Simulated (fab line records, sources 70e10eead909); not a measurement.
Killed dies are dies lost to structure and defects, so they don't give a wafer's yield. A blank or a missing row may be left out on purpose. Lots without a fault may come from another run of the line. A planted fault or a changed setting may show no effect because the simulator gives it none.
Which tool did it? | flow nand_harc | 6 lots, 18 wafers sampled, at 3 steps of a route of 1302

WHAT THE GAUGES READ, wafer by wafer
NHARC_A_SLIT_OVL_MEAS_10.
lot  | measured     | on         | overlay_x_nm (nm)
L597 | day 21 18:59 | overlay-01 | 0.0 -0.2 0.6
L600 | day 22 07:29 | overlay-01 | -0.9 -0.4 -0.4
L604 | day 24 01:41 | overlay-02 | -1.2 -1.1 -0.6
L606 | day 24 20:32 | overlay-02 | 0.0 0.0 -0.1
L616 | day 28 15:17 | overlay-02 | -1.0 -1.2 -1.2
L617 | day 28 23:12 | overlay-02 | 0.7 0.7 0.7

WHICH TOOL RAN EACH LOT (tool, then ch and the chambers of the sampled wafers, then the start)
lot  | NHARC_A_SGD_CUT_CMP_21        | NHARC_A_SGD_CUT_STRIP_28
L597 | cmp-03 ch 1,2,3, day 21 08:05 | rie_diel-03 ch 2,3, day 21 08:43
L600 | cmp-02 ch 0,2,3, day 21 23:32 | rie_diel-10 ch 1,2,3, day 22 07:29 or earlier
L604 | cmp-03 ch 1,2,3, day 23 19:35 | rie_diel-12 ch 0,2,3, day 24 01:41 or earlier
L606 | cmp-02 ch 1,2,3, day 24 09:51 | rie_diel-12 ch 0,2, day 24 10:26
L616 | cmp-02 ch 0,1,2, day 28 09:34 | rie_diel-12 ch 1,2,3, day 28 15:17 or earlier
L617 | cmp-02 ch 0,1, day 28 16:02   | rie_diel-10 ch 0,2,3, day 28 23:12 or earlier
- NHARC_A_SGD_CUT_CMP_21: polishes, target thk 148.19 nm.
- NHARC_A_SGD_CUT_STRIP_28: strips in O2, time 20 s.

THE ANSWER, worked out from the rows above alone
Rule: what is usual is taken from the lots themselves. Put in order of their means at a reading, lots are off if they are a third of the lots or fewer, leave a main group of 4 or more, and stand apart from it by a gap of 3 or more times the standard deviation of the main group's means; of several such gaps the widest counts. A main group whose means are all the same, to the digits that the tables above print for the reading, isn't used. A lot without any number at a reading at which 4 lots or more have one is off too. The other lots that the step has rows for count as sound.
No lot is off at any reading shown: from this, nothing can be told.

WHAT THE SIMULATOR HAD PUT IN
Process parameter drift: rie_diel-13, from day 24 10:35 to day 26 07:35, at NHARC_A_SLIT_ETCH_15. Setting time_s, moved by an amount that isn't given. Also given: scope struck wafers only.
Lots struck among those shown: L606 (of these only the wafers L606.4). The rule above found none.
